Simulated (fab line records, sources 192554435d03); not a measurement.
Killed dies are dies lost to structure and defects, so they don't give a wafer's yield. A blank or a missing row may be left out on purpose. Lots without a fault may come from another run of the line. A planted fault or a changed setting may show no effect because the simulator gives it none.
fab line records | flow n5_finfet
record lots=7 wafers=21 last_day=17
route steps=1938 shown BEOL_M7@1312
lots that met no fault: from a run of the same line without faults
start_h: hours from the record's first day to the start of the lot's first wafer shown | wait_h: hours since the lot's step before | " the same as in the row above | L1.1+2: a row that stands for several wafers | - no value, or no start given | * or withheld: withheld | < > ~ a bound
route shown NAME@n: a module of which the file shows steps, and the number in the route of the first | usual: mean/standard deviation of fault-free wafers | same: alike in all rows | chamber/n: place in a boat | sites: the reading at each site | _std_site: their standard deviation | _edge_site: outer sites' mean less inner sites' | radius_mm: how far each site lies from the wafer's centre | mask NAME#n: copy n | behind: the tool/chamber that last shaped the wafer | hold: why the lot was held/for how many hours/how that ended | device: the transistor (n, p or np) that didn't switch | end of line: the same wafers' tests at the end of the route | a step without rows: its recipe alone | killed: dies lost to structure and defects at the first sort, not the wafer's yield | map: a wafer's dies, x killed, . not, _ none there
set.NAME: the setting as run; set.NAME@STEP: as run at that earlier step | model.NAME: the simulator's own value behind a step, which no gauge read
lots at some steps of the route; a table a step, a row a wafer
services: from which hour (start_h, from the record's first day; less than 0 if before it) a tool's chamber was out of use, for how many hours, and why
## steps
# step N5_BEOL_M7_HM_STRIP_39
# recipe chemistry=peroxide_tin_strip material=TiN target_depth_a=250 temp_c=50 time_s=158
# step N5_BEOL_M7_SRD_40
# recipe time_s=30 temp_c=23 rinse_liquid=diw dry=ipa_marangoni
# step N5_BEOL_M7_PRECLEAN_42
# recipe chemistry=residue_remover time_s=60 temp_c=40
# step N5_BEOL_M7_SRD_43
# recipe time_s=30 temp_c=23 rinse_liquid=diw dry=ipa_marangoni
# step N5_BEOL_M7_CD_MEAS_35
# recipe target_cd_nm=40 polarity=opening
# usual cd_nm=39.9/0.47
# columns lot.wafer tool chamber start_h wait_h cd_nm
L790.1 cd_sem-03 - 210.81 0.0 40.2
L790.2 " - " " 40.0
L790.6 " - " " 39.8
L791.3 cd_sem-03 - 219.42 0.0 39.4
L791.4 " - " " 40.3
L791.5 " - " " 40.2
L792.3 cd_sem-01 - 228.84 0.0 39.5
L792.4 " - " " 39.4
L792.6 " - " " 39.6
L802.1 cd_sem-01 - 280.16 0.0 40.5
L802.4 " - " " 40.1
L802.6 " - " " 40.3
L805.1 cd_sem-03 - 306.84 0.0 40.6
L805.3 " - " " 40.2
L805.5 " - " " 40.3
L808.3 cd_sem-02 - 317.71 0.0 39.1
L808.4 " - " " 40.0
L808.5 " - " " 39.7
L809.1 cd_sem-01 - 336.63 0.0 39.3
L809.4 " - " " 39.3
L809.6 " - " " 39.9
# step N5_BEOL_M7_CURE_75
# recipe temp_c=370 time_s=120 ambient=DMADMS/He material=SiCOH_lowk
# usual lamp_power_pct=52.32/0.056 wafer_temp_C_max=371.6/0.5
# columns lot.wafer tool chamber start_h wait_h lamp_power_pct wafer_temp_C_max
L790.1 uv_cure-01 1 210.86 0.0 52.32 372.0
L790.2 " 1 " " 52.40 371.8
L790.6 " 1 " " 52.34 371.8
L791.3 uv_cure-03 2 219.56 0.1 52.37 371.8
L791.4 " 2 " " 52.33 372.3
L791.5 " 2 " " 52.40 371.3
L792.3 uv_cure-02 2 228.98 0.1 52.33 371.6
L792.4 " 2 " " 52.34 371.7
L792.6 " 2 " " 52.30 371.6
L802.1 uv_cure-01 2 280.21 0.0 52.23 371.8
L802.4 " 2 " " 52.30 371.3
L802.6 " 2 " " 52.24 371.5
L805.1 uv_cure-03 1 306.88 0.0 52.20 372.5
L805.3 " 1 " " 52.32 372.4
L805.5 " 1 " " 52.32 372.7
L808.3 uv_cure-02 1 317.95 0.2 52.37 370.8
L808.4 " 1 " " 52.31 371.4
L808.5 " 1 " " 52.37 371.0
L809.1 uv_cure-02 2 336.67 0.0 52.24 371.3
L809.4 " 2 " " 52.26 371.7
L809.6 " 2 " " 52.31 371.1
# step N5_BEOL_M7_DEGAS_44
# recipe ambient=vacuum temp_c=250 time_s=60
# usual heater_power_w=326/33
# columns lot.wafer tool chamber start_h wait_h heater_power_w
L790.1 pvd_sputter-02 - 211.32 0.4 238
L790.2 " - " " 316
L790.6 " - " " 238
L791.3 pvd_sputter-02 - 220.55 0.9 312
L791.4 " - " " 244
L791.5 " - " " 302
L792.3 pvd_sputter-02 - 229.54 0.5 325
L792.4 " - " " 307
L792.6 " - " " 330
L802.1 pvd_sputter-03 - 280.64 0.4 325
L802.4 " - " " 342
L802.6 " - " " 333
L805.1 pvd_sputter-03 - 307.20 0.3 329
L805.3 " - " " 340
L805.5 " - " " 349
L808.3 pvd_sputter-01 - 318.47 0.4 405
L808.4 " - " " 331
L808.5 " - " " 353
L809.1 pvd_sputter-01 - 337.99 1.3 397
L809.4 " - " " 313
L809.6 " - " " 310
# step N5_BEOL_M7_PRE_CLEAN_45
# recipe gas=H2/He time_s=30 temp_c=250
# usual heater_power_w=325/34
# columns lot.wafer tool chamber start_h wait_h heater_power_w
L790.1 pvd_sputter-02 - 211.36 0.0 237
L790.2 " - " " 317
L790.6 " - " " 240
L791.3 pvd_sputter-02 - 220.59 0.0 319
L791.4 " - " " 237
L791.5 " - " " 310
L792.3 pvd_sputter-02 - 229.58 0.0 329
L792.4 " - " " 313
L792.6 " - " " 331
L802.1 pvd_sputter-03 - 280.68 0.0 330
L802.4 " - " " 340
L802.6 " - " " 329
L805.1 pvd_sputter-03 - 307.24 0.0 338
L805.3 " - " " 339
L805.5 " - " " 333
L808.3 pvd_sputter-01 - 318.51 0.0 406
L808.4 " - " " 331
L808.5 " - " " 355
L809.1 pvd_sputter-01 - 338.03 0.0 409
L809.4 " - " " 315
L809.6 " - " " 321
# step N5_BEOL_M7_ALD_77
# recipe material=TaN target_thk_a=20 temp_c=275 ald_precursor_family=PDMAT ald_co_reactant=NH3 pressure_torr=3 carrier_flow_sccm=1500 pulse_time_s=2 purge_time_s=3 co_reactant_purge_time_s=2 co_reactant_pulse_time_s=3 ald_cycles=40 precursor_vessel_temp_c=75 precursor_vessel_pressure_torr=26.25 precursor_vessel_carrier_sccm=1000
# usual heater_power_w=410/49 mfc_carrier_sccm=1500/4.6
# columns lot.wafer tool chamber start_h wait_h heater_power_w mfc_carrier_sccm
L790.1 ald_metal-01 3 211.42 0.0 419 1494
L790.2 " 1 " " 413 1498
L790.6 " 0 " " 360 1505
L791.3 ald_metal-02 1 220.77 0.2 377 1498
L791.4 " 0 " " 443 1501
L791.5 " 1 " " 379 1498
L792.3 ald_metal-02 1 229.65 0.1 377 1496
L792.4 " 2 " " 309 1507
L792.6 " 2 " " 315 1503
L802.1 ald_metal-04 1 280.74 0.0 379 1493
L802.4 " 0 " " 466 1493
L802.6 " 1 " " 375 1495
L805.1 ald_metal-02 3 307.53 0.3 479 1491
L805.3 " 2 " " 306 1505
L805.5 " 3 " " 465 1498
L808.3 ald_metal-02 1 318.80 0.3 389 1496
L808.4 " 3 " " 481 1502
L808.5 " 3 " " 468 1501
L809.1 ald_metal-02 2 338.09 0.0 321 1499
L809.4 " 1 " " 375 1501
L809.6 " 0 " " 445 1498
# step N5_BEOL_M7_SURFACE_TREAT_79
# recipe gas=Ar time_s=* ion_energy_ev=* ion_current_ma_cm2=0.5 pressure_mtorr=* ar_flow_sccm=30
# step N5_BEOL_M7_CVD_78
# recipe material=Co target_thk_a=20 temp_c=withheld precursor=CCTBA/H2 pressure_torr=30 time_s=142.3
# step N5_BEOL_M7_SPUTTER_48
# recipe material=Cu target_thk_a=100 temp_c=-20 bias_v=60 power_w=26000 chamber_pressure_pa=0.13 time_s=1.667
# step N5_BEOL_M7_ECD_50
# recipe material=Cu target_thk_a=3000
# columns lot.wafer tool chamber start_h wait_h model.Cu_of_BEOL_M7_ECD_50.thk_nm
L790.1 ecd_cu-01 0 212.07 0.1 545.2
L790.2 " 1 " " 303.2
L790.6 " 1 " " 301.6
L791.3 ecd_cu-01 0 222.43 0.1 304.4
L791.4 " 1 " " 543.6
L791.5 " 0 " " 303.2
L792.3 ecd_cu-01 1 230.54 0.1 302.4
L792.4 " 0 " " 545
L792.6 " 1 " " 301.8
L802.1 ecd_cu-01 1 281.48 0.1 301
L802.4 " 0 " " 304.4
L802.6 " 0 " " 297
L805.1 ecd_cu-01 0 309.06 0.1 301.8
L805.3 " 1 " " 304
L805.5 " 1 " " 298.8
L808.3 ecd_cu-01 1 321.57 0.1 298.2
L808.4 " 0 " " 304.2
L808.5 " 0 " " 301.4
L809.1 ecd_cu-02 1 338.76 0.1 299.4
L809.4 " 1 " " 292.8
L809.6 " 1 " " 296.2
# step N5_BEOL_M7_ANNEAL_51
# recipe temp_c=225 time_s=90 ambient=N2
# usual wafer_temp_C_max=225.78/0.28
# columns lot.wafer tool chamber start_h wait_h wafer_temp_C_max
L790.1 rtp_anneal-01 0 212.16 0.1 225.50
L790.2 " 0 " " 225.42
L790.6 " 0 " " 225.36
L791.3 rtp_anneal-01 0 222.69 0.2 225.45
L791.4 " 0 " " 225.50
L791.5 " 0 " " 225.39
L792.3 rtp_anneal-01 0 230.73 0.2 225.83
L792.4 " 0 " " 225.63
L792.6 " 0 " " 225.51
L802.1 rtp_anneal-01 0 282.45 0.9 225.81
L802.4 " 0 " " 225.81
L802.6 " 0 " " 225.70
L805.1 rtp_anneal-01 0 309.15 0.1 225.90
L805.3 " 0 " " 225.74
L805.5 " 0 " " 226.00
L808.3 rtp_anneal-01 0 321.75 0.2 225.51
L808.4 " 0 " " 225.90
L808.5 " 0 " " 225.48
L809.1 rtp_anneal-02 0 338.85 0.1 225.58
L809.4 " 0 " " 225.66
L809.6 " 0 " " 225.92
# step N5_BEOL_M7_CMP_52
# recipe stop_on=SiCOH_lowk t_overpolish_s=6.9 down_force_psi=1 platen_rpm=50 clearing_platen_down_force_psi=1.5 clearing_platen_rpm=50 post_cmp_clean=cu_alkaline target_thk_nm=80 clearing_platen_pad_velocity_m_s=0.99484 pad_velocity_m_s=0.99484
# usual motor_current_A=6.1/0.46 time_to_endpoint_s=63.7/2.4
# columns lot.wafer tool chamber start_h wait_h motor_current_A time_to_endpoint_s
L790.2 cmp-02 0 212.50 0.2 6.7 65.7
L790.1 " 2 " " 5.3 119.2
L790.6 " 0 " " 6.2 63.6
L791.3 cmp-04 0 223.07 0.3 5.2 61.3
L791.4 " 1 " " 5.9 109.3
L791.5 " 3 " " 6.6 63.5
L792.4 cmp-03 1 230.99 0.2 5.9 113.2
L792.3 " 2 " " 5.9 66.1
L792.6 " 0 " " 6.3 63.1
L802.4 cmp-02 1 283.02 0.2 6.2 62.1
L802.1 " 0 " " 6.5 64.5
L802.6 " 1 " " 6.3 60.6
L805.1 cmp-03 3 309.53 0.3 6.3 62.0
L805.3 " 0 " " 6.0 64.4
L805.5 " 1 " " 6.0 62.7
L808.4 cmp-04 3 322.04 0.2 6.0 64.0
L808.3 " 0 " " 5.0 61.4
L808.5 " 1 " " 5.5 61.6
L809.4 cmp-03 2 339.15 0.1 6.1 62.6
L809.1 " 0 " " 5.8 65.0
L809.6 " 2 " " 6.4 62.5
# step N5_BEOL_M7_THK_MEAS_53
# recipe thk_meas_gauge=xrf reads=Cu_of_BEOL_M7_ECD_50
# usual M7_THK=80.5/1.9
# columns lot.wafer tool chamber start_h wait_h M7_THK[nm]
L790.1 film_metro-01 - 212.76 - 79.6
L790.2 " - " " 78.6
L790.6 " - " " 84.2
L791.3 film_metro-01 - 223.29 - 79.3
L791.4 " - " " 83.4
L791.5 " - " " 80.8
L792.3 film_metro-02 - 231.25 - 81.6
L792.4 " - " " 78.9
L792.6 " - " " 83.2
L802.1 film_metro-02 - 283.31 - 79.9
L802.4 " - " " 77.6
L802.6 " - " " 78.3
L805.1 film_metro-02 - 309.74 - 76.0
L805.3 " - " " 80.9
L805.5 " - " " 78.5
L808.3 film_metro-02 - 322.26 - 81.7
L808.4 " - " " 80.3
L808.5 " - " " 77.7
L809.1 film_metro-01 - 339.44 - 81.4
L809.4 " - " " 83.7
L809.6 " - " " 83.9
## services
# columns tool chamber start_h hours kind
cmp-03 - 195.42 1.8 repair
ald_metal-01 2 195.64 10.1 repair
uv_cure-01 - 197.61 3.6 repair
ecd_cu-01 - 201.30 2.5 repair
cmp-04 - 209.28 0.9 repair
cmp-02 - 227.66 5.5 pm
uv_cure-03 - 227.81 2.1 pm
cmp-03 - 238.32 4.0 pm
ecd_cu-01 - 250.82 1.4 repair
uv_cure-03 - 251.03 7.5 pm
ecd_cu-02 - 257.23 3.9 repair
cmp-04 - 260.31 1.5 repair
uv_cure-02 - 266.72 0.4 repair
uv_cure-01 - 272.53 0.3 repair
ecd_cu-01 - 303.38 4.1 pm
ecd_cu-02 - 303.58 0.6 repair
ald_metal-04 1 304.32 27.4 repair
cmp-04 - 305.17 4.0 pm
cmp-03 - 305.80 0.5 repair
cmp-02 - 326.03 4.7 repair
ald_metal-04 - 329.63 3.1 repair
cmp-02 - 333.06 0.6 repair
pvd_sputter-03 - 335.59 1.7 repair
ald_metal-01 - 337.25 14.0 pm
## key
first_sign step=N5_BEOL_M7_CMP_52 reading=time_to_endpoint_s direction=up sigmas=21 usual=* struck=*
effect none on later readings
model_effect step=N5_BEOL_M7_ECD_50 value=Cu_of_BEOL_M7_ECD_50.thk_nm without=305.1 struck=544.6
met_at N5_BEOL_M7_ECD_50
struck_wafers L790.1,L791.4,L792.4
fault kind=process_parameter_drift tool=ecd_cu-01 chamber=- onset_h=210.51 steps=N5_BEOL_M7_ECD_50 channel=target_thk_a offset=* shape=step end_h=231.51 scope=struck_wafers_only acts_in=* stated=*
